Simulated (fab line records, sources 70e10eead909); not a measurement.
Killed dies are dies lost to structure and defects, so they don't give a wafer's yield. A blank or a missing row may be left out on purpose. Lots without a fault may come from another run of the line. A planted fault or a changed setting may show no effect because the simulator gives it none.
fab line records | flow nand_harc
record lots=14 wafers=40 last_day=32
route steps=1302 shown A_START@389 A_ZERO_WELL@401 A_ONON_D1@440
lots that met no fault: from a run of the same line without faults
start_h: hours from the record's first day to the start of the lot's first wafer shown | wait_h: hours since the lot's step before | " the same as in the row above | L1.1+2: a row that stands for several wafers | - no value, or no start given | * or withheld: withheld | < > ~ a bound
route shown NAME@n: a module of which the file shows steps, and the number in the route of the first | usual: mean/standard deviation of fault-free wafers | same: alike in all rows | chamber/n: place in a boat | sites: the reading at each site | _std_site: their standard deviation | _edge_site: outer sites' mean less inner sites' | radius_mm: how far each site lies from the wafer's centre | mask NAME#n: copy n | behind: the tool/chamber that last shaped the wafer | hold: why the lot was held/for how many hours/how that ended | device: the transistor (n, p or np) that didn't switch | end of line: the same wafers' tests at the end of the route | a step without rows: its recipe alone | killed: dies lost to structure and defects at the first sort, not the wafer's yield | map: a wafer's dies, x killed, . not, _ none there
set.NAME: the setting as run; set.NAME@STEP: as run at that earlier step | model.NAME: the simulator's own value behind a step, which no gauge read
steps of the route over a sample of lots; a table a step, a row a wafer
services: from which hour (start_h, from the record's first day; less than 0 if before it) a tool's chamber was out of use, for how many hours, and why
## steps
# step NHARC_A_START_INSPECT_01
# usual raw_defect_count=3.4/1.9
# columns lot.wafer tool chamber start_h wait_h raw_defect_count
L991.2 defect_inspect-02 - 133.84 - 2
L991.3 " - " " 4
L991.6 " - " " 3
L992.2 defect_inspect-01 - 146.68 - 4
L992.5 " - " " 4
L992.6 " - " " 3
L993.1 defect_inspect-02 - 154.83 - 1
L993.3 " - " " 2
L993.4 " - " " 5
L994.1 defect_inspect-01 - 164.76 - 2
L994.3 " - " " 0
L994.4 " - " " 1
L995.2 defect_inspect-02 - 178.08 - 7
L995.3 " - " " 4
L995.6 " - " " 2
L996.2 defect_inspect-02 - 187.49 - 2
L996.3 " - " " 5
L996.6 " - " " 5
L997.4 defect_inspect-01 - 202.13 - 6
L997.5 " - " " 9
L997.6 " - " " 4
L998.1 defect_inspect-02 - 209.17 - 5
L998.2 " - " " 3
L998.6 " - " " 3
L999.1 defect_inspect-02 - 223.79 - 4
L999.4 " - " " 1
L999.6 " - " " 4
L100.1 defect_inspect-01 - 236.15 - 3
L100.4 " - " " 2
L100.6 " - " " 1
L107.1 defect_inspect-02 - 298.02 - 3
L107.3 " - " " 2
L108.1 defect_inspect-01 - 306.74 - 2
L108.5 " - " " 3
L109.3 defect_inspect-01 - 322.21 - 1
L109.4 " - " " 2
L109.6 " - " " 5
L112.2 defect_inspect-01 - 346.81 - 1
L112.3 " - " " 3
L112.4 " - " " 2
# step NHARC_A_ZERO_WELL_CD_MEAS_10
# recipe target_cd_nm=2000 landing_energy_ev=500
# usual cd_nm=2000.5/2
# columns lot.wafer tool chamber start_h wait_h cd_nm
L991.2 cd_sem-01 0 134.69 - 2000.9
L991.3 " 0 " " 1998.5
L991.6 " 0 " " 2002.1
L992.2 cd_sem-03 0 147.52 - 2002.0
L992.5 " 0 " " 1999.2
L992.6 " 0 " " 1996.6
L993.1 cd_sem-01 0 155.67 - 1996.1
L993.3 " 0 " " 1999.5
L993.4 " 0 " " 2001.8
L994.1 cd_sem-03 0 165.60 - 2003.0
L994.3 " 0 " " 2000.1
L994.4 " 0 " " 2002.5
L995.2 cd_sem-02 0 178.93 - 1995.7
L995.3 " 0 " " 2000.1
L995.6 " 0 " " 1995.0
L996.2 cd_sem-01 0 188.20 - 2001.9
L996.3 " 0 " " 1998.1
L996.6 " 0 " " 2004.0
L997.4 cd_sem-03 0 202.97 - 1998.6
L997.5 " 0 " " 2000.1
L997.6 " 0 " " 1998.2
L998.1 cd_sem-01 0 210.02 - 2001.9
L998.2 " 0 " " 2002.6
L998.6 " 0 " " 1998.5
L999.1 cd_sem-01 0 224.64 - 2000.5
L999.4 " 0 " " 1998.0
L999.6 " 0 " " 1999.4
L100.1 cd_sem-01 0 236.86 - 1996.4
L100.4 " 0 " " 2001.2
L100.6 " 0 " " 2002.4
L107.1 cd_sem-01 0 298.86 - 2000.5
L107.3 " 0 " " 2000.6
L108.1 cd_sem-01 0 307.45 - 2002.5
L108.5 " 0 " " 2001.9
L109.3 cd_sem-02 0 323.05 - 2002.7
L109.4 " 0 " " 2002.9
L109.6 " 0 " " 2002.0
L112.2 cd_sem-03 0 347.54 - 1999.6
L112.3 " 0 " " 2002.1
L112.4 " 0 " " 1999.4
# step NHARC_A_ONON_D1_DEP_22
# recipe target_thk_a=10000 n2_flow_sccm=2750 n2o_flow_sccm=2000 nh3_flow_sccm=500 sih4_flow_sccm=210 temp_c=400
# columns lot.wafer tool chamber start_h wait_h
L991.2+3+6 pecvd_onon-01 0 171.79 0.1
L992.2+5+6 pecvd_onon-04 0 183.27 0.1
L993.1+3+4 pecvd_onon-04 0 194.61 0.1
L994.1+3+4 pecvd_onon-04 0 203.14 0.1
L995.2+3+6 pecvd_onon-01 0 211.69 0.1
L996.2+3+6 pecvd_onon-04 0 223.13 0.1
L997.4+5+6 pecvd_onon-04 0 238.10 0.2
L998.1+2+6 pecvd_onon-01 0 242.54 0.1
L999.1+4+6 pecvd_onon-04 0 258.88 0.1
L100.1+4+6 pecvd_onon-02 0 271.76 0.1
L107.1+3 pecvd_onon-02 0 335.04 0.1
L108.1+5 pecvd_onon-02 0 349.65 0.1
L109.3+4+6 pecvd_onon-04 0 365.94 0.2
L112.2+3+4 pecvd_onon-04 0 377.48 0.1
# step NHARC_A_ONON_D1_THK_MEAS_24
# recipe thk_meas_gauge=ellipsometry
# usual thk_nm=1000/9
# columns lot.wafer tool chamber start_h wait_h thk_nm
L991.2 film_metro-01 - 172.24 - 1004
L991.3 " - " " 1002
L991.6 " - " " 1002
L992.2 film_metro-01 - 183.72 - 1011
L992.5 " - " " 1012
L992.6 " - " " 1009
L993.1 film_metro-02 - 195.11 - 1009
L993.3 " - " " 1006
L993.4 " - " " 1008
L994.1 film_metro-02 - 203.65 - 1012
L994.3 " - " " 1014
L994.4 " - " " 1012
L995.2 film_metro-02 - 212.14 - 1002
L995.3 " - " " 1003
L995.6 " - " " 1006
L996.2 film_metro-01 - 223.58 - 1006
L996.3 " - " " 1004
L996.6 " - " " 1007
L997.4 film_metro-02 - 238.43 - 989
L997.5 " - " " 991
L997.6 " - " " 990
L998.1 film_metro-01 - 243.05 - 997
L998.2 " - " " 997
L998.6 " - " " 998
L999.1 film_metro-02 - 259.39 - 1004
L999.4 " - " " 1002
L999.6 " - " " 1003
L100.1 film_metro-01 - 272.27 - 987
L100.4 " - " " 987
L100.6 " - " " 986
L107.1 film_metro-01 - 335.55 - 1494
L107.3 " - " " 1493
L108.1 film_metro-02 - 350.15 - 1503
L108.5 " - " " 998
L109.3 film_metro-02 - 366.34 - 1003
L109.4 " - " " 1003
L109.6 " - " " 1003
L112.2 film_metro-01 - 377.94 - 994
L112.3 " - " " 995
L112.4 " - " " 994
# step NHARC_A_ONON_D1_INSPECT_32
# usual raw_defect_count=67/24
# columns lot.wafer tool chamber start_h wait_h raw_defect_count
L991.2 defect_inspect-02 - 173.91 0.1 66
L991.3 " - " " 62
L991.6 " - " " 46
L992.2 defect_inspect-01 - 185.54 0.0 42
L992.5 " - " " 64
L992.6 " - " " 101
L993.1 defect_inspect-02 - 196.80 0.0 74
L993.3 " - " " 49
L993.4 " - " " 55
L994.1 defect_inspect-02 - 205.32 0.0 48
L994.3 " - " " 35
L994.4 " - " " 105
L995.2 defect_inspect-02 - 213.81 0.0 86
L995.3 " - " " 70
L995.6 " - " " 50
L996.2 defect_inspect-01 - 225.27 0.0 51
L996.3 " - " " 42
L996.6 " - " " 63
L997.4 defect_inspect-01 - 240.13 0.0 61
L997.5 " - " " 67
L997.6 " - " " 73
L998.1 defect_inspect-02 - 244.72 0.0 60
L998.2 " - " " 53
L998.6 " - " " 47
L999.1 defect_inspect-02 - 261.11 0.0 56
L999.4 " - " " 56
L999.6 " - " " 50
L100.1 defect_inspect-02 - 273.97 0.0 52
L100.4 " - " " 71
L100.6 " - " " 71
L107.1 defect_inspect-02 - 337.26 0.0 38
L107.3 " - " " 74
L108.1 defect_inspect-01 - 351.85 0.0 40
L108.5 " - " " 56
L109.3 defect_inspect-01 - 368.29 0.0 80
L109.4 " - " " 62
L109.6 " - " " 55
L112.2 defect_inspect-02 - 379.79 0.0 79
L112.3 " - " " 72
L112.4 " - " " 79
## services
# columns tool chamber start_h hours kind
pecvd_onon-02 - 185.00 13.0 pm
pecvd_onon-01 - 269.50 13.0 pm
pecvd_onon-04 - 311.00 13.0 pm
pecvd_onon-02 - 366.17 13.0 pm
## key
first_sign step=NHARC_A_ONON_D1_THK_MEAS_24 reading=thk_nm direction=up sigmas=55 usual=1000 struck=1497
effect none on later readings
met_at NHARC_A_ONON_D1_DEP_22
struck_lots L107,L108
struck_wafers L107.1,L107.3,L108.1
sort_left_out L107.1,L107.3,L108.1
tester_left_out L107,L108
not_acting_at NHARC_A_START_INSPECT_01,NHARC_A_ZERO_WELL_CD_MEAS_10,NHARC_A_ONON_D1_INSPECT_32
onset_between 271.76 335.04
fault kind=process_parameter_drift tool=pecvd_onon-02 chamber=- onset_h=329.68 steps=NHARC_A_ONON_D1_DEP_22 channel=target_thk_a offset=* shape=step end_h=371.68 scope=struck_wafers_only acts_in=* stated=*
# tester_left_out: of these lots the tester's yield and bins aren't shown, on N5 and GAA mostly nor the transistor test; their killed dies are dies lost to structure and defects alone, not to doping, threshold or leakage, so they don't give the yield
# sort_left_out: the simulated sort isn't trusted on such a fault, so these wafers' sort isn't shown, and their yield isn't known
